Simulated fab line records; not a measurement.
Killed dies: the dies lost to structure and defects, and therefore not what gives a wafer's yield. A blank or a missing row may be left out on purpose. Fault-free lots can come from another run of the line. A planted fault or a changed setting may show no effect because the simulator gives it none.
fab line records	flow nand_harc
[record] lots = 24	wafers = 72	last_day = 25
route steps=1159 shown P_BONDPAD@352 A_ZERO_WELL@403 A_SOURCE_PLATE@420
lots untouched by any fault: they come from a run of this same line in which no faults occurred
start_h: start of the lot's first displayed wafer, in hours after the record's first day	wait_h: hours from the lot's prior step to this one	" the same as in the row above	L1.1+2: one row covering several wafers at once	- either no value or no given start	* or withheld: withheld	< > ~ a bound
route shown NAME@n: a module of which the file shows steps, and the number in the route of the first	usual: the fault-free wafers' mean and standard deviation	same: alike in all rows	chamber/n: place in a boat	sites: each site's reading	_std_site: how widely they spread, as a standard deviation	_edge_site: the outer-site mean with the inner-site mean subtracted	radius_mm: for every site, how far away it sits from the centre of the wafer	mask NAME#n: copy n	behind: tool/chamber where the wafer was last shaped	hold: reason for holding the lot/hours on hold/outcome of the hold	device: transistor that didn't switch, given as n, p or np	end of line: the same wafers' tests at the end of the route	for a step that has no rows: nothing shown but its recipe	killed: at the first sort, the dies lost to defects and structure; wafer yield is something else	map: per-die view of a wafer (x killed, . not killed, _ where there is no die)
set.NAME: the run value of the setting; set.NAME@STEP: its run value at that earlier step	model.NAME: the simulator's own value behind a step, which no gauge read
a sample of lots followed through the steps of the route, with each step as a table and each wafer as a row
services: a tool's chamber out of use, with start hour (start_h, from the record's first day; less than 0 if before it), hours out, and reason
[[steps]]
[step NHARC_P_BONDPAD_CMP_32]
[recipe] target_thk_nm = 200	material = SiCN
[usual] motor_current_A = 12.2/1.4
lot.wafer	tool	chamber	start_h	wait_h	motor_current_A
L074.1	cmp-03	3	126.92	-	11.5
L074.4	"	1	"	"	13.3
L074.5	"	3	"	"	10.9
L075.1	cmp-03	0	128.28	-	14.3
L075.3	"	2	"	"	14.0
L075.6	"	3	"	"	11.8
L077.4	cmp-04	2	143.65	-	13.4
L077.2	"	3	"	"	13.6
L077.5	"	3	"	"	14.3
L076.4	cmp-01	2	144.39	-	11.9
L076.2	"	3	"	"	10.7
L076.6	"	1	"	"	12.0
L078.3	cmp-04	0	145.71	-	10.4
L078.4	"	1	"	"	11.2
L078.1	"	2	"	"	13.0
L080.2	cmp-04	3	157.10	-	13.8
L080.5	"	3	"	"	13.7
L080.6	"	0	"	"	10.2
L079.3	cmp-04	1	157.35	-	11.3
L079.2	"	2	"	"	13.6
L079.6	"	1	"	"	11.4
L081.1	cmp-04	0	171.31	-	10.8
L081.4	"	2	"	"	12.9
L081.6	"	0	"	"	10.4
L082.2	cmp-04	0	180.50	-	10.3
L082.3	"	1	"	"	10.6
L082.5	"	0	"	"	10.0
L083.2	cmp-01	1	185.86	-	11.7
L083.3	"	2	"	"	12.1
L083.1	"	0	"	"	12.4
L084.2	cmp-03	1	192.15	-	13.2
L084.1	"	2	"	"	14.5
L084.6	"	0	"	"	14.8
L085.1	cmp-04	0	193.84	-	10.6
L085.3	"	1	"	"	11.3
L085.6	"	1	"	"	10.6
L086.4	cmp-04	1	212.25	-	11.1
L086.1	"	2	"	"	12.9
L086.6	"	0	"	"	10.5
L087.3	cmp-01	3	212.89	-	10.4
L087.4	"	0	"	"	11.9
L087.5	"	2	"	"	12.1
L089.3	cmp-01	0	214.45	-	12.0
L089.5	"	1	"	"	11.3
L089.6	"	2	"	"	11.7
L088.3	cmp-03	0	219.53	-	15.1
L088.1	"	1	"	"	14.3
L088.6	"	0	"	"	15.4
L090.3	cmp-01	3	228.43	-	10.2
L090.1	"	0	"	"	12.8
L090.6	"	2	"	"	12.1
L091.3	cmp-03	3	229.46	-	11.6
L091.4	"	0	"	"	14.8
L091.1	"	2	"	"	14.0
L092.1	cmp-01	2	240.31	-	12.4
L092.3	"	0	"	"	12.0
L092.6	"	3	"	"	10.3
L093.2	cmp-04	3	249.87	-	13.8
L093.4	"	1	"	"	11.0
L093.5	"	3	"	"	13.7
L094.1	cmp-03	2	250.17	-	14.0
L094.3	"	3	"	"	11.0
L094.5	"	2	"	"	14.6
L095.1	cmp-04	2	255.75	-	12.9
L095.2	"	3	"	"	14.3
L095.3	"	0	"	"	10.4
L096.1	cmp-01	0	256.49	-	12.6
L096.6	"	3	"	"	10.5
L096.5	"	0	"	"	11.9
L097.2	cmp-03	3	264.71	-	11.9
L097.3	"	0	"	"	14.4
L097.5	"	3	"	"	11.2
[step NHARC_P_BONDPAD_DEGAS_25]
[recipe] temp_c = 300	time_s = 60
[usual] heater_power_w = 477/47
lot.wafer	tool	chamber	start_h	wait_h	heater_power_w
L074.4	pvd_sputter-01	-	128.92	-	421
L074.1	"	-	"	"	432
L074.5	"	-	"	"	422
L075.3	pvd_sputter-02	-	130.28	-	476
L075.1	"	-	"	"	470
L075.6	"	-	"	"	465
L077.2	pvd_sputter-03	-	145.50	-	561
L077.4	"	-	"	"	470
L077.5	"	-	"	"	443
L076.2	pvd_sputter-03	-	146.33	-	572
L076.4	"	-	"	"	443
L076.6	"	-	"	"	565
L078.3	pvd_sputter-03	-	147.71	-	569
L078.1	"	-	"	"	451
L078.4	"	-	"	"	468
L080.2	pvd_sputter-02	-	159.37	-	471
L080.5	"	-	"	"	487
L080.6	"	-	"	"	443
L079.2	pvd_sputter-03	-	159.45	-	556
L079.3	"	-	"	"	446
L079.6	"	-	"	"	443
L081.1	pvd_sputter-01	-	173.31	-	542
L081.4	"	-	"	"	511
L081.6	"	-	"	"	559
L082.3	pvd_sputter-03	-	182.45	-	465
L082.2	"	-	"	"	436
L082.5	"	-	"	"	562
L083.1	pvd_sputter-03	-	187.86	-	471
L083.2	"	-	"	"	559
L083.3	"	-	"	"	440
L084.1	pvd_sputter-01	-	194.11	-	530
L084.2	"	-	"	"	397
L084.6	"	-	"	"	401
L085.3	pvd_sputter-02	-	195.69	-	467
L085.1	"	-	"	"	490
L085.6	"	-	"	"	446
L086.4	pvd_sputter-03	-	214.20	-	440
L086.1	"	-	"	"	563
L086.6	"	-	"	"	456
L087.4	pvd_sputter-01	-	214.84	-	438
L087.3	"	-	"	"	532
L087.5	"	-	"	"	436
L089.3	pvd_sputter-03	-	216.35	-	456
L089.6	"	-	"	"	453
L089.5	"	-	"	"	462
L088.3	pvd_sputter-03	-	221.37	-	436
L088.1	"	-	"	"	448
L088.6	"	-	"	"	465
L090.3	pvd_sputter-01	-	230.26	-	410
L090.1	"	-	"	"	443
L090.6	"	-	"	"	405
L091.3	pvd_sputter-02	-	231.45	-	509
L091.4	"	-	"	"	465
L091.1	"	-	"	"	446
L092.1	pvd_sputter-02	-	242.16	-	458
L092.3	"	-	"	"	448
L092.6	"	-	"	"	462
L093.2	pvd_sputter-02	-	251.85	-	440
L093.4	"	-	"	"	519
L093.5	"	-	"	"	449
L094.1	pvd_sputter-01	-	252.13	-	430
L094.3	"	-	"	"	554
L094.5	"	-	"	"	515
L095.3	pvd_sputter-02	-	257.73	-	464
L095.1	"	-	"	"	502
L095.2	"	-	"	"	454
L096.1	pvd_sputter-02	-	258.64	-	445
L096.6	"	-	"	"	508
L096.5	"	-	"	"	464
L097.2	pvd_sputter-03	-	266.68	-	442
L097.3	"	-	"	"	437
L097.5	"	-	"	"	555
[step NHARC_P_BONDPAD_PVD_17]
[recipe] target_thk_a = 50	bias_v = 168.6	power_w = 15000	chamber_pressure_pa = 0.12	time_s = 8.06	substrate_temp_c = 50	material = TaN
[usual] throttle_valve_pct = 30.2/0.78
lot.wafer	tool	chamber	start_h	wait_h	throttle_valve_pct
L074.1	pvd_sputter-02	-	129.10	-	30.4
L074.4	"	-	"	"	30.5
L074.5	"	-	"	"	30.4
L075.3	pvd_sputter-02	-	-	-	30.5
L075.1	"	-	"	"	29.4
L075.6	"	-	"	"	30.3
L077.4	pvd_sputter-03	-	-	-	31.6
L077.2	"	-	"	"	30.4
L077.5	"	-	"	"	31.6
L076.2	pvd_sputter-03	-	-	-	31.1
L076.4	"	-	"	"	31.3
L076.6	"	-	"	"	30.2
L078.1	pvd_sputter-03	-	-	-	31.5
L078.4	"	-	"	"	29.5
L078.3	"	-	"	"	31.6
L080.2	pvd_sputter-02	-	-	-	30.5
L080.6	"	-	"	"	29.2
L080.5	"	-	"	"	30.6
L079.2	pvd_sputter-03	-	-	-	30.3
L079.3	"	-	"	"	29.4
L079.6	"	-	"	"	31.4
L081.4	pvd_sputter-01	-	-	-	30.7
L081.1	"	-	"	"	28.2
L081.6	"	-	"	"	29.6
L082.2	pvd_sputter-03	-	-	-	30.0
L082.3	"	-	"	"	29.6
L082.5	"	-	"	"	31.3
L083.2	pvd_sputter-03	-	-	-	31.1
L083.3	"	-	"	"	30.2
L083.1	"	-	"	"	29.5
L084.1	pvd_sputter-01	-	-	-	29.5
L084.2	"	-	"	"	30.3
L084.6	"	-	"	"	29.5
L085.3	pvd_sputter-02	-	-	-	30.4
L085.1	"	-	"	"	29.2
L085.6	"	-	"	"	30.4
L086.1	pvd_sputter-03	-	-	-	30.0
L086.4	"	-	"	"	31.1
L086.6	"	-	"	"	29.6
L087.4	pvd_sputter-01	-	-	-	30.5
L087.3	"	-	"	"	30.8
L087.5	"	-	"	"	30.3
L089.3	pvd_sputter-03	-	-	-	29.5
L089.5	"	-	"	"	31.1
L089.6	"	-	"	"	30.6
L088.3	pvd_sputter-03	-	-	-	29.7
L088.1	"	-	"	"	30.0
L088.6	"	-	"	"	31.6
L090.3	pvd_sputter-01	-	-	-	30.5
L090.1	"	-	"	"	30.4
L090.6	"	-	"	"	30.1
L091.1	pvd_sputter-02	-	-	-	29.6
L091.3	"	-	"	"	29.8
L091.4	"	-	"	"	29.2
L092.1	pvd_sputter-02	-	-	-	29.6
L092.3	"	-	"	"	29.0
L092.6	"	-	"	"	29.6
L093.2	pvd_sputter-02	-	-	-	30.4
L093.4	"	-	"	"	29.8
L093.5	"	-	"	"	29.2
L094.3	pvd_sputter-01	-	-	-	30.2
L094.1	"	-	"	"	30.8
L094.5	"	-	"	"	28.4
L095.1	pvd_sputter-02	-	-	-	28.9
L095.2	"	-	"	"	29.9
L095.3	"	-	"	"	29.9
L096.1	pvd_sputter-02	-	-	-	30.1
L096.6	"	-	"	"	30.3
L096.5	"	-	"	"	29.6
L097.3	pvd_sputter-03	-	-	-	30.5
L097.2	"	-	"	"	31.3
L097.5	"	-	"	"	30.9
[step NHARC_P_BONDPAD_THK_MEAS_20]
[recipe] thk_meas_gauge = xrf
[usual] thk_nm = 160.9/1.6
lot.wafer	tool	chamber	start_h	wait_h	thk_nm
L074.1	film_metro-01	-	130.39	-	162.5
L074.4	"	-	"	"	160.3
L074.5	"	-	"	"	159.3
L075.1	film_metro-02	-	131.67	-	160.8
L075.3	"	-	"	"	160.9
L075.6	"	-	"	"	159.7
L077.2	film_metro-01	-	146.94	-	161.0
L077.4	"	-	"	"	158.9
L077.5	"	-	"	"	161.1
L076.2	film_metro-01	-	147.75	-	160.1
L076.4	"	-	"	"	158.3
L076.6	"	-	"	"	159.3
L078.1	film_metro-02	-	149.12	-	157.8
L078.3	"	-	"	"	161.8
L078.4	"	-	"	"	159.2
L080.2	film_metro-02	-	160.78	-	162.8
L080.5	"	-	"	"	161.1
L080.6	"	-	"	"	159.7
L079.2	film_metro-02	-	161.00	-	162.9
L079.3	"	-	"	"	162.1
L079.6	"	-	"	"	161.6
L081.1	film_metro-02	-	174.73	-	161.8
L081.4	"	-	"	"	160.4
L081.6	"	-	"	"	159.4
L082.2	film_metro-02	-	183.87	-	165.3
L082.3	"	-	"	"	161.2
L082.5	"	-	"	"	161.4
L083.1	film_metro-01	-	189.26	-	162.9
L083.2	"	-	"	"	162.5
L083.3	"	-	"	"	161.8
L084.1	film_metro-01	-	195.51	-	160.6
L084.2	"	-	"	"	162.0
L084.6	"	-	"	"	165.1
L085.1	film_metro-01	-	197.08	-	159.4
L085.3	"	-	"	"	161.8
L085.6	"	-	"	"	160.4
L086.1	film_metro-02	-	215.61	-	160.0
L086.4	"	-	"	"	162.3
L086.6	"	-	"	"	161.4
L087.3	film_metro-02	-	216.25	-	158.5
L087.4	"	-	"	"	160.3
L087.5	"	-	"	"	161.5
L089.3	film_metro-02	-	217.79	-	163.6
L089.5	"	-	"	"	158.4
L089.6	"	-	"	"	160.4
L088.1	film_metro-01	-	222.77	-	162.3
L088.3	"	-	"	"	160.8
L088.6	"	-	"	"	161.0
L090.1	film_metro-01	-	231.67	-	160.8
L090.3	"	-	"	"	163.7
L090.6	"	-	"	"	161.0
L091.1	film_metro-01	-	232.87	-	157.2
L091.3	"	-	"	"	156.6
L091.4	"	-	"	"	159.8
L092.1	film_metro-01	-	243.55	-	160.9
L092.3	"	-	"	"	160.6
L092.6	"	-	"	"	160.7
L093.2	film_metro-01	-	255.03	-	163.4
L093.4	"	-	"	"	161.5
L093.5	"	-	"	"	161.2
L094.1	film_metro-02	-	255.04	-	159.8
L094.3	"	-	"	"	160.7
L094.5	"	-	"	"	158.2
L095.1	film_metro-01	-	259.16	-	161.7
L095.2	"	-	"	"	162.0
L095.3	"	-	"	"	164.2
L096.1	film_metro-01	-	260.02	-	161.2
L096.5	"	-	"	"	161.7
L096.6	"	-	"	"	159.7
L097.2	film_metro-02	-	268.11	-	158.1
L097.3	"	-	"	"	160.1
L097.5	"	-	"	"	160.9
[step NHARC_A_ZERO_WELL_DESCUM_12]
[recipe] time_s = 3	o2_flow_sccm = 200	ar_flow_sccm = 0	bias_power_w = 0	chemistry = O2
[usual] drypump_motor_current_A = 5.7/0.34	oes_product_au = 0.998/0.0091	rf_vpp_V = 57.8/0.91	showerhead_plenum_p_Torr = 1.94/0.091	throttle_valve_pct = 11.310/0.0094
[same] bias_power_w = 0
lot.wafer	tool	chamber	start_h	wait_h	drypump_motor_current_A	oes_product_au	rf_hours_counter_h	rf_vpp_V	showerhead_plenum_p_Torr	throttle_valve_pct
L074.1	rie_diel-04	1	132.46	-	5.9	0.996	1	58.2	2.01	11.322
L074.4	"	2	"	"	5.4	0.996	1	56.4	1.90	11.297
L074.5	"	1	"	"	5.9	0.991	-	57.9	2.01	11.329
L075.3	rie_diel-12	3	133.36	-	5.7	1.004	13	57.2	2.05	11.317
L075.1	"	2	"	"	5.7	1.010	12	57.5	1.94	11.313
L075.6	"	3	"	"	5.7	0.995	-	56.4	2.05	11.307
L077.4	rie_diel-13	3	148.65	-	5.8	1.011	3	57.3	2.06	11.317
L077.2	"	1	"	"	5.5	0.998	2	56.1	1.84	11.328
L077.5	"	3	"	"	5.8	1.007	-	57.2	2.06	11.296
L076.2	rie_diel-04	1	149.46	-	5.9	0.991	2	57.4	2.01	11.311
L076.4	"	3	"	"	5.3	1.005	2	57.4	1.92	11.300
L076.6	"	0	"	"	5.8	0.979	-	56.5	1.93	11.304
L078.1	rie_diel-12	2	150.69	-	5.7	1.008	15	57.5	1.94	11.293
L078.4	"	3	"	"	5.7	1.010	15	58.5	2.05	11.325
L078.3	"	0	"	"	6.3	1.008	11	57.0	1.85	11.296
L080.2	rie_diel-04	1	162.50	-	5.9	0.997	3	58.5	2.01	11.323
L080.5	"	3	"	"	5.4	0.989	-	57.0	1.92	11.311
L080.6	"	0	"	"	5.8	0.968	-	59.4	1.93	11.321
L079.2	rie_diel-12	2	162.68	-	5.8	1.016	16	57.2	1.94	11.317
L079.3	"	3	"	"	5.7	1.009	17	59.3	2.05	11.319
L079.6	"	1	"	"	4.8	1.008	-	58.7	1.84	11.305
L081.4	rie_diel-12	0	176.42	-	6.2	0.996	13	56.4	1.85	11.310
L081.1	"	3	"	"	5.7	1.004	18	56.7	2.05	11.311
L081.6	"	0	"	"	6.2	1.014	-	57.7	1.85	11.295
L082.2	rie_diel-13	3	185.56	-	5.8	0.997	7	60.6	2.06	11.303
L082.3	"	1	"	"	5.5	0.999	6	56.9	1.83	11.297
L082.5	"	2	"	"	6.0	0.992	-	58.3	2.05	11.295
L083.1	rie_diel-12	3	190.83	-	5.7	1.002	19	59.5	2.05	11.304
L083.3	"	0	"	"	6.2	1.003	15	55.6	1.85	11.316
L083.2	"	1	"	"	4.8	1.005	18	57.9	1.84	11.313
L084.2	rie_diel-13	1	197.08	-	5.5	0.992	6	58.1	1.83	11.306
L084.1	"	0	"	"	5.6	0.981	7	57.6	1.79	11.324
L084.6	"	1	"	"	5.5	0.993	-	58.5	1.83	11.302
L085.1	rie_diel-04	0	198.76	-	5.8	0.977	7	57.1	1.93	11.315
L085.3	"	2	"	"	5.3	1.001	5	57.7	1.90	11.319
L085.6	"	0	"	"	5.8	0.993	-	56.6	1.93	11.312
L086.4	rie_diel-13	2	217.30	-	6.0	0.992	6	59.0	2.05	11.310
L086.1	"	3	"	"	5.8	0.994	9	58.9	2.06	11.304
L086.6	"	3	"	"	5.8	0.995	-	60.3	2.06	11.311
L087.3	rie_diel-13	3	217.93	-	5.8	0.997	9	59.2	2.06	11.328
L087.4	"	0	"	"	5.6	1.005	9	56.2	1.79	11.311
L087.5	"	1	"	"	5.5	1.003	-	58.9	1.83	11.295
L089.3	rie_diel-12	3	219.36	-	5.7	1.006	0	58.8	2.05	11.303
L089.5	"	3	"	"	5.7	1.018	-	58.3	2.05	11.302
L089.6	"	0	"	"	6.3	1.002	-	58.0	1.85	11.298
L088.1	rie_diel-13	3	224.46	-	5.8	0.991	10	57.8	2.06	11.314
L088.3	"	0	"	"	5.6	1.006	9	57.2	1.79	11.310
L088.6	"	2	"	"	6.0	0.998	-	57.7	2.05	11.309
L090.1	rie_diel-04	0	233.25	-	5.8	0.988	10	57.3	1.92	11.308
L090.3	"	1	"	"	5.9	0.993	9	59.3	2.01	11.313
L090.6	"	0	"	"	5.8	0.984	-	57.8	1.92	11.308
L091.3	rie_diel-04	0	234.62	-	5.8	0.993	10	57.0	1.92	11.312
L091.1	"	1	"	"	5.9	1.002	9	57.8	2.01	11.294
L091.4	"	2	"	"	5.4	1.004	8	57.8	1.90	11.300
L092.3	rie_diel-12	3	245.23	-	5.7	1.009	3	59.6	2.04	11.319
L092.1	"	0	"	"	6.2	1.004	3	57.3	1.85	11.315
L092.6	"	2	"	"	5.7	1.000	-	57.0	1.94	11.319
L093.2	rie_diel-04	2	256.61	-	5.4	1.005	9	59.0	1.90	11.329
L093.4	"	3	"	"	5.4	0.975	10	57.8	1.92	11.304
L093.5	"	1	"	"	5.9	0.993	-	57.6	2.01	11.299
L094.1	rie_diel-12	2	256.80	-	5.7	1.003	5	59.3	1.93	11.309
L094.3	"	1	"	"	4.8	1.004	4	56.7	1.83	11.304
L094.5	"	2	"	"	5.7	0.978	-	58.5	1.93	11.312
L095.3	rie_diel-13	1	260.82	-	5.5	0.988	10	57.4	1.83	11.307
L095.1	"	2	"	"	6.0	1.000	9	58.6	2.05	11.293
L095.2	"	0	"	"	5.6	0.985	12	57.3	1.79	11.313
L096.1	rie_diel-13	0	261.70	-	5.6	0.996	12	58.0	1.79	11.300
L096.5	"	0	"	"	5.6	1.001	-	56.4	1.79	11.297
L096.6	"	1	"	"	5.5	0.992	-	56.8	1.83	11.319
L097.3	rie_diel-13	1	269.79	-	5.5	0.995	10	57.5	1.83	11.305
L097.2	"	2	"	"	6.0	0.994	10	57.5	2.05	11.304
L097.5	"	2	"	"	6.0	1.000	-	57.0	2.05	11.308
[step NHARC_A_SOURCE_PLATE_THK_MEAS_06]
[recipe] thk_meas_gauge = ellipsometry
[usual] thk_nm = 199.0/2.4
lot.wafer	tool	chamber	start_h	wait_h	thk_nm
L075.1	film_metro-01	-	153.93	0.4	201.1
L075.3	"	-	"	"	200.9
L075.6	"	-	"	"	201.9
L074.1	film_metro-01	-	153.94	0.4	200.6
L074.4	"	-	"	"	200.9
L074.5	"	-	"	"	199.4
L076.2	film_metro-01	-	173.95	0.4	203.3
L076.4	"	-	"	"	200.7
L076.6	"	-	"	"	198.7
L077.2	film_metro-02	-	173.95	0.4	200.7
L077.4	"	-	"	"	201.4
L077.5	"	-	"	"	199.8
L078.1	film_metro-01	-	173.95	0.4	196.6
L078.3	"	-	"	"	199.5
L078.4	"	-	"	"	199.4
L080.2	film_metro-01	-	184.37	0.4	194.4
L080.5	"	-	"	"	197.1
L080.6	"	-	"	"	195.1
L079.2	film_metro-02	-	184.37	0.4	198.1
L079.3	"	-	"	"	199.7
L079.6	"	-	"	"	200.3
L081.1	film_metro-01	-	200.94	0.4	202.1
L081.4	"	-	"	"	202.7
L081.6	"	-	"	"	202.2
L082.2	film_metro-02	-	207.75	0.4	202.6
L082.3	"	-	"	"	201.2
L082.5	"	-	"	"	200.8
L083.1	film_metro-02	-	212.88	0.4	197.2
L083.2	"	-	"	"	197.6
L083.3	"	-	"	"	196.5
L084.1	film_metro-02	-	219.11	0.4	196.8
L084.2	"	-	"	"	198.2
L084.6	"	-	"	"	197.7
L085.1	film_metro-01	-	219.11	0.4	202.2
L085.3	"	-	"	"	199.4
L085.6	"	-	"	"	201.5
L086.1	film_metro-02	-	241.64	0.4	203.9
L086.4	"	-	"	"	201.5
L086.6	"	-	"	"	202.9
L087.3	film_metro-01	-	241.64	0.4	201.5
L087.4	"	-	"	"	198.6
L087.5	"	-	"	"	200.5
L089.3	film_metro-02	-	241.64	0.4	203.2
L089.5	"	-	"	"	201.1
L089.6	"	-	"	"	198.7
L088.1	film_metro-01	-	246.29	0.4	194.3
L088.3	"	-	"	"	195.2
L088.6	"	-	"	"	193.9
L090.1	film_metro-01	-	259.72	0.4	197.3
L090.3	"	-	"	"	200.7
L090.6	"	-	"	"	199.1
L091.1	film_metro-02	-	259.73	0.4	194.8
L091.3	"	-	"	"	196.0
L091.4	"	-	"	"	197.0
L092.1	film_metro-02	-	268.59	0.4	199.0
L092.3	"	-	"	"	198.7
L092.6	"	-	"	"	198.7
L093.2	film_metro-01	-	278.80	0.4	200.3
L093.4	"	-	"	"	200.7
L093.5	"	-	"	"	199.2
L094.1	film_metro-02	-	278.80	0.4	197.3
L094.3	"	-	"	"	196.5
L094.5	"	-	"	"	199.8
L096.1	film_metro-02	-	288.21	0.4	200.2
L096.5	"	-	"	"	199.2
L096.6	"	-	"	"	200.5
L095.1	film_metro-01	-	288.21	0.4	196.3
L095.2	"	-	"	"	195.0
L095.3	"	-	"	"	195.4
L097.2	film_metro-02	-	294.31	0.4	197.9
L097.3	"	-	"	"	198.7
L097.5	"	-	"	"	197.0
[[services]]
tool	chamber	start_h	hours	kind
cmp-04	-	106.22	4.0	pm
pvd_sputter-03	-	106.96	10.0	pm
cmp-03	-	109.93	0.5	repair
rie_diel-04	-	111.90	9.0	pm
cmp-03	-	114.73	1.0	repair
cmp-03	-	116.85	0.2	repair
cmp-03	-	118.13	2.9	repair
cmp-01	-	119.63	1.4	repair
rie_diel-12	0	125.13	24.1	repair
cmp-03	-	130.44	1.3	repair
rie_diel-13	2	149.21	30.6	repair
cmp-03	-	156.00	4.0	pm
cmp-01	-	157.01	2.3	repair
pvd_sputter-01	-	160.94	10.0	pm
cmp-03	-	166.17	2.2	repair
cmp-01	-	179.50	4.0	pm
cmp-01	-	183.73	2.0	repair
rie_diel-12	-	202.41	9.0	pm
rie_diel-13	0	202.61	3.4	repair
cmp-04	-	204.22	4.0	pm
pvd_sputter-02	-	214.00	10.0	pm
rie_diel-12	1	218.40	5.1	repair
rie_diel-13	1	241.00	15.6	repair
pvd_sputter-01	-	256.36	3.0	repair
[[key]]
fault none
